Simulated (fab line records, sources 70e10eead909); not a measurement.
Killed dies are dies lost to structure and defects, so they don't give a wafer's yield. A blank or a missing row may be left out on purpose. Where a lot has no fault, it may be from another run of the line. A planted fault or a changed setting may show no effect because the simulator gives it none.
Matching of chambers + flow nand harc + NHARC_A_BLC_STRIP_29 on rie diel-11: 4 sister chambers
The step strips in CF4. 16 wafers are shown with their chamber, then 8 later ones without.

WAFERS, EACH WITH ITS CHAMBER
| wafer  | chamber | drypump motor current A (A) | throttle valve pct (%) | rf vpp V (V) |
|--------|---------|-----------------------------|------------------------|--------------|
| L075.1 | 1       | 4.7                         | 13.279                 | 59.3         |
| L075.2 | 0       | 4.9                         | 13.281                 | 59.1         |
| L075.4 | 3       | 5.5                         | 13.261                 | 61.0         |
| L077.1 | 3       | 5.5                         | 13.283                 | 59.0         |
| L077.5 | 2       | 5.8                         | 13.288                 | 58.0         |
| L077.6 | 1       | 4.7                         | 13.276                 | 60.2         |
| L078.3 | 1       | 4.7                         | 13.290                 | 59.7         |
| L078.5 | 3       | 5.5                         | 13.299                 | 57.5         |
| L078.6 | 2       | 5.7                         | 13.289                 | 59.0         |
| L080.3 | 1       | 4.7                         | 13.277                 | 59.6         |
| L080.5 | 3       | 5.5                         | 13.284                 | 59.7         |
| L080.6 | 0       | 4.9                         | 13.269                 | 58.3         |
| L083.1 | 3       | 5.5                         | 13.287                 | 59.2         |
| L083.5 | 0       | 4.9                         | 13.272                 | 59.7         |
| L083.6 | 1       | 4.7                         | 13.285                 | 59.7         |
| L089.1 | 3       | 5.5                         | 13.277                 | 59.7         |

SIGNATURES (averages over the wafers above)
| reading                 | chamber 0 | chamber 1 | chamber 2 | chamber 3 | scatter within a chamber |
|-------------------------|-----------|-----------|-----------|-----------|--------------------------|
| drypump motor current A | 4.900     | 4.700     | 5.750     | 5.500     | 0.0204                   |
| throttle valve pct      | 13.27400  | 13.28140  | 13.28850  | 13.28183  | 0.00915                  |
| rf vpp V                | 59.033    | 59.700    | 58.500    | 59.350    | 0.839                    |
Rule: distance of a wafer from a chamber = root of the sum over the readings of ((wafer's reading minus chamber's mean) / reading's scatter) squared. The wafer belongs to the nearest chamber; if the next one is less than 2 further off, it can't be placed. How the scatter is found: for the shown wafers, subtract from each reading the mean of its chamber, square and add these, divide the total by (wafers less chambers), then take the root.

WAFERS WITHOUT THEIR CHAMBER
| wafer  | drypump motor current A (A) | throttle valve pct (%) | rf vpp V (V) |
|--------|-----------------------------|------------------------|--------------|
| L089.2 | 4.7                         | 13.303                 | 59.5         |
| L089.6 | 4.9                         | 13.282                 | 59.7         |
| L090.2 | 4.9                         | 13.284                 | 60.5         |
| L090.4 | 5.7                         | 13.289                 | 59.6         |
| L090.6 | 4.7                         | 13.273                 | 59.5         |
| L095.1 | 4.9                         | 13.289                 | 60.9         |
| L095.2 | 4.7                         | 13.301                 | 58.3         |
| L095.3 | 5.7                         | 13.277                 | 59.7         |

WHICH CHAMBER EACH ONE RAN IN
| wafer  | from the rows above | in truth |
|--------|---------------------|----------|
| L089.2 | 1                   | 1        |
| L089.6 | 0                   | 0        |
| L090.2 | 0                   | 0        |
| L090.4 | 2                   | 2        |
| L090.6 | 1                   | 1        |
| L095.1 | 0                   | 0        |
| L095.2 | 1                   | 1        |
| L095.3 | 2                   | 2        |
Placed correctly: 8 of 8. Can't be placed from these rows: 0. 0 placed wrongly.
